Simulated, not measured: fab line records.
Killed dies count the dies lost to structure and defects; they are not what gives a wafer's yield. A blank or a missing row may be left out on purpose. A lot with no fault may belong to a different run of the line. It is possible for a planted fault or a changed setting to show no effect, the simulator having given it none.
Split-lot trial + flow n5_finfet + 21 wafers read across 7 lots, on a route 1938 steps long

## THE SPLIT ITSELF
At N5_BEOL_M0_SAQP_SPACER1_ALD_98 (deposits SiO2, target thk 12.8 nm, pulse time 1 s, purge time 2 s), the setting ald_cycles was moved away from the recipe's 138 on 4 of the 21 wafers read, by +7.2% to +12.3%. For the rest of the wafers, this setting stayed at what the recipe calls for.

## FROM THE SPLIT ON TO THE READING: in between, the file shows 1 step
- N5_BEOL_M0_SAQP_SPACER1_ETCHBACK_99: etches SiO2 in CHF3/O2, target depth 15.4 nm, time 7.7 s

## THE READING
BEOL_M0_SAQP.cd_nm (the simulator's own value, which no gauge read), in nm, at N5_BEOL_M0_SAQP_MANDREL1_REMOVE_100 (chemistry HBr/Cl2/O2, target a-Si, stops on SiNx, bt time 10 s). No usual value for it is given in the file. The 17 wafers here that ran the recipe average 12.8 nm, standard deviation 0.14 nm.

| wafer  | tool, chamber at the split | ald_cycles as run | against the recipe | BEOL_M0_SAQP.cd_nm, nm | against lot-mates on the recipe |
|--------|----------------------------|-------------------|--------------------|------------------------|---------------------------------|
| L079.1 | ald_sin-03, 0              | 155               | +12.3%             | 14.4                   | +1.6                            |
| L079.2 | ald_sin-03, 3              | 138               | recipe             | 12.8                   | -                               |
| L079.5 | ald_sin-03, 3              | 138               | recipe             | 12.8                   | -                               |
| L081.2 | ald_sin-03, 1,0,1          | 138               | recipe             | 13                     | -                               |
| L081.6 | ald_sin-03, 1,0,1          | 138               | recipe             | 13                     | -                               |
| L081.3 | ald_sin-03, 1,0,1          | 138               | recipe             | 12.8                   | -                               |
| L083.4 | ald_sin-01, 2              | 138               | recipe             | 12.8                   | -                               |
| L083.5 | ald_sin-01, 3,2            | 152               | +10.1%             | 14                     | +1.2                            |
| L083.6 | ald_sin-01, 3,2            | 152               | +10.1%             | 14                     | +1.2                            |
| L089.1 | ald_sin-03, 3,2,0          | 138               | recipe             | 12.8                   | -                               |
| L089.4 | ald_sin-03, 3,2,0          | 138               | recipe             | 12.6                   | -                               |
| L089.6 | ald_sin-03, 3,2,0          | 138               | recipe             | 12.6                   | -                               |
| L091.1 | ald_sin-02, 1,3,2          | 138               | recipe             | 12.8                   | -                               |
| L091.4 | ald_sin-02, 1,3,2          | 138               | recipe             | 12.8                   | -                               |
| L091.3 | ald_sin-02, 1,3,2          | 138               | recipe             | 12.6                   | -                               |
| L094.1 | ald_sin-01, 0,1,2          | 138               | recipe             | 12.8                   | -                               |
| L094.6 | ald_sin-01, 0,1,2          | 138               | recipe             | 12.8                   | -                               |
| L094.4 | ald_sin-01, 0,1,2          | 138               | recipe             | 13                     | -                               |
| L095.1 | ald_sin-02, 1,0            | 138               | recipe             | 13                     | -                               |
| L095.3 | ald_sin-02, 1,0            | 138               | recipe             | 13                     | -                               |
| L095.6 | ald_sin-02, 0              | 148               | +7.2%              | 13.8                   | +0.8                            |
The file does not say which wafer passed through which chamber wherever a row lists several chambers: such a row stands for several wafers.

FIT RESULTS
A straight line over all 21 wafers: BEOL_M0_SAQP.cd_nm changes by +0.123 nm for each +1% of ald_cycles; r = +0.97; the points scatter about the line by 0.13 nm.
The same after taking each lot's own level away (the mean of its wafers on the recipe; 21 wafers): +0.122 nm for each +1%; r = +0.99; scatter 0.081 nm.
According to that fit, moving ald_cycles by its largest amount changes the reading by 1.5 nm.
The span of the lots' own levels, 12.67 to 13.00 nm, comes to 2.5 times the standard deviation stated above.
Hence the lot-to-lot level has little effect on the slope; both slopes agree.
Check: for one of the wafers moved furthest among these (+12.3%), held out of the fit, the line's prediction against its lot-mates is +1.44 nm. Against them it came out at +1.6 nm.

## FURTHER SPLITS ON THESE WAFERS
Note: prior to the reading, these wafers also went through further splits. Each is held against what the fit with the lots' levels taken away leaves over:
| other split on the same wafers         | wafers away from the commonest value | r with BEOL_M0_SAQP.cd_nm (lot level and that fit taken away) |
|----------------------------------------|--------------------------------------|---------------------------------------------------------------|
| N5_MOL_CONTACT_COAG_EXPOSE_05 dose_mj  | 6                                    | -0.13                                                         |
| N5_MOL_CONTACT_COAG_ALD_133 ald_cycles | 5                                    | +0.26                                                         |

## THE WHOLE CHAIN: every reading that the file lists as answering this split, in the file's order
| step                                | what it does                                                      | reading                                                                                     | change (the file's fit)               | r (the file's) |
|-------------------------------------|-------------------------------------------------------------------|---------------------------------------------------------------------------------------------|---------------------------------------|----------------|
| N5_BEOL_M0_SAQP_SPACER1_ALD_98      | deposits SiO2, target thk 12.8 nm, pulse time 1 s, purge time 2 s | SiO2_of_BEOL_M0_SAQP_SPACER1_ALD_98.thk_nm (the simulator's own value, which no gauge read) | +0.127 nm for each +1% of the setting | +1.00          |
| N5_BEOL_M0_SAQP_MANDREL1_REMOVE_100 | chemistry HBr/Cl2/O2, target a-Si, stops on SiNx, bt time 10 s    | BEOL_M0_SAQP.cd_nm (the simulator's own value, which no gauge read)                         | +0.123 nm for each +1% of the setting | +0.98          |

## THE FILE'S OWN FIT
BEOL_M0_SAQP.cd_nm changes by +0.123 nm for each +1% of ald_cycles, r = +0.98.
